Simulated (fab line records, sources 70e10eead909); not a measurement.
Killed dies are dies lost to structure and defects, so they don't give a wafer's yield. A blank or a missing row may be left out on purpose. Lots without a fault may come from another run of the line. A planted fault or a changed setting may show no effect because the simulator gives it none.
Chamber matching | flow nand_harc | NHARC_A_STAIRCASE_DESCUM_443 on rie_diel-09: 4 sister chambers
The step chemistry O2, time 3 s. 16 wafers are shown with their chamber, then 7 later ones without.

WAFERS WITH THEIR CHAMBER
wafer  | chamber | drypump_motor_current_A (A) | showerhead_plenum_p_Torr (Torr) | oes_product_au (a.u.)
L749.2 | 1       | 6.2                         | 1.82                            | 0.990
L749.3 | 3       | 5.8                         | 1.95                            | 0.985
L749.6 | 3       | 5.8                         | 1.96                            | 0.999
L753.1 | 2       | 5.8                         | 1.91                            | 0.985
L753.2 | 1       | 6.2                         | 1.82                            | 0.983
L753.4 | 2       | 5.8                         | 1.91                            | 0.992
L757.4 | 3       | 5.8                         | 1.95                            | 0.999
L757.6 | 0       | 5.7                         | 1.81                            | 1.002
L760.5 | 2       | 5.9                         | 1.90                            | 1.001
L759.5 | 1       | 6.2                         | 1.81                            | 1.003
L759.6 | 2       | 5.8                         | 1.90                            | 0.998
L761.2 | 2       | 5.8                         | 1.90                            | 0.994
L761.5 | 0       | 5.7                         | 1.80                            | 1.006
L761.6 | 1       | 6.2                         | 1.81                            | 0.995
L764.3 | 1       | 6.2                         | 1.81                            | 1.011
L764.5 | 2       | 5.8                         | 1.90                            | 0.992

SIGNATURES (means of the wafers above)
reading                  | chamber 0 | chamber 1 | chamber 2 | chamber 3 | scatter within a chamber
drypump_motor_current_A  | 5.700     | 6.200     | 5.817     | 5.800     | 0.0264
showerhead_plenum_p_Torr | 1.8050    | 1.8140    | 1.9033    | 1.9533    | 0.00555
oes_product_au           | 1.00400   | 0.99640   | 0.99367   | 0.99433   | 0.00802
Rule: a wafer's distance from a chamber is the root of the sum, over the readings, of the square of ((its reading less the chamber's mean) divided by the reading's scatter). The wafer belongs to the nearest chamber; if the next one is less than 2 further off, it can't be placed. The scatter: the root of (the sum of the squares of (reading less its chamber's mean) over the shown wafers, divided by (wafers less chambers)).

WAFERS WITHOUT THEIR CHAMBER
wafer  | drypump_motor_current_A (A) | showerhead_plenum_p_Torr (Torr) | oes_product_au (a.u.)
L764.6 | 5.8                         | 1.94                            | 1.003
L765.1 | 5.7                         | 1.80                            | 0.998
L765.2 | 5.8                         | 1.94                            | 0.980
L765.3 | 6.2                         | 1.81                            | 0.997
L772.1 | 6.2                         | 1.80                            | 1.004
L772.2 | 5.8                         | 1.93                            | 1.006
L772.5 | 6.2                         | 1.80                            | 1.006

WHICH CHAMBER EACH WENT THROUGH
wafer  | from the rows above     | in truth
L764.6 | 3                       | 3
L765.1 | 0                       | 0
L765.2 | 3                       | 3
L765.3 | 1                       | 1
L772.1 | 1                       | 1
L772.2 | can't be placed: 3 or 2 | 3
L772.5 | 1                       | 1
Placed correctly: 6 of 7. Can't be placed from these rows: 1 (the true chamber is among the candidates in 1). Placed wrongly: 0.
